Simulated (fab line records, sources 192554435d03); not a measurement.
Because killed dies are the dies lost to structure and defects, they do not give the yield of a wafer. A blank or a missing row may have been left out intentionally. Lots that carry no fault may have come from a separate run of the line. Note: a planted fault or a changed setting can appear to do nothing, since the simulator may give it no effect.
Chamber matching    flow n5Finfet    pecvd-03 running N5_BEOL_M7_PECVD_70: 3 sister chambers
The step deposits SiO2 from TEOS/O2, target thk 20 nm, time 22.7 s. 18 wafers are shown with their chamber, then 9 later ones without.

## EACH WAFER AND ITS CHAMBER
wafer   chamber  throttleValvePct (%)  heaterPowerW (W)  showerheadPlenumPTorr (Torr)
L075.2  1        23.3                  552               8.79
L075.3  2        21.4                  554               8.78
L075.4  2        21.2                  592               8.78
L079.1  0        24.1                  541               8.80
L079.2  1        23.0                  636               8.80
L079.3  0        24.2                  550               8.77
L079.4  1        23.3                  631               8.81
L079.5  0        23.9                  543               8.81
L079.6  1        23.1                  650               8.80
L084.1  1        23.0                  607               8.83
L084.2  0        24.3                  477               8.81
L084.3  2        21.5                  667               8.77
L084.4  0        24.0                  481               8.82
L084.5  1        23.4                  614               8.81
L084.6  2        21.4                  680               8.76
L086.1  0        24.4                  464               8.82
L086.2  2        21.5                  608               8.79
L086.3  1        23.2                  635               8.81

SIGNATURES, as means of the wafers listed above
reading                chamber 0  chamber 1  chamber 2  scatter within a chamber
throttleValvePct       24.150     23.186     21.400     0.16
heaterPowerW           509.33     617.86     620.20     40.9
showerheadPlenumPTorr  8.8050     8.8071     8.7760     0.0146
Rule: for a wafer and a chamber, the distance is found by dividing, reading by reading, the gap between the wafer's reading and the chamber's mean by the reading's scatter, squaring, summing and taking the root. If the next closest chamber is less than 2 further off than the closest, the wafer can't be placed; otherwise it belongs to the closest. The scatter: the root of (the sum of the squares of (reading less its chamber's mean) over the shown wafers, divided by (wafers less chambers)).

## WAFERS MISSING THEIR CHAMBER
wafer   throttleValvePct (%)  heaterPowerW (W)  showerheadPlenumPTorr (Torr)
L086.4  23.2                  643               8.80
L086.5  24.3                  462               8.81
L086.6  21.6                  589               8.78
L091.2  22.7                  607               8.83
L091.3  24.4                  476               8.78
L091.6  21.7                  568               8.79
L095.1  21.6                  651               8.76
L095.3  24.5                  519               8.82
L095.6  23.2                  637               8.82

## THE CHAMBER EACH PASSED THROUGH
wafer   from the rows above  in truth
L086.4  1                    1
L086.5  0                    0
L086.6  2                    2
L091.2  1                    1
L091.3  0                    0
L091.6  2                    2
L095.1  2                    2
L095.3  0                    0
L095.6  1                    1
Correct placement for 9 of the 9. Can't be placed from these rows: 0. 0 placed wrongly.
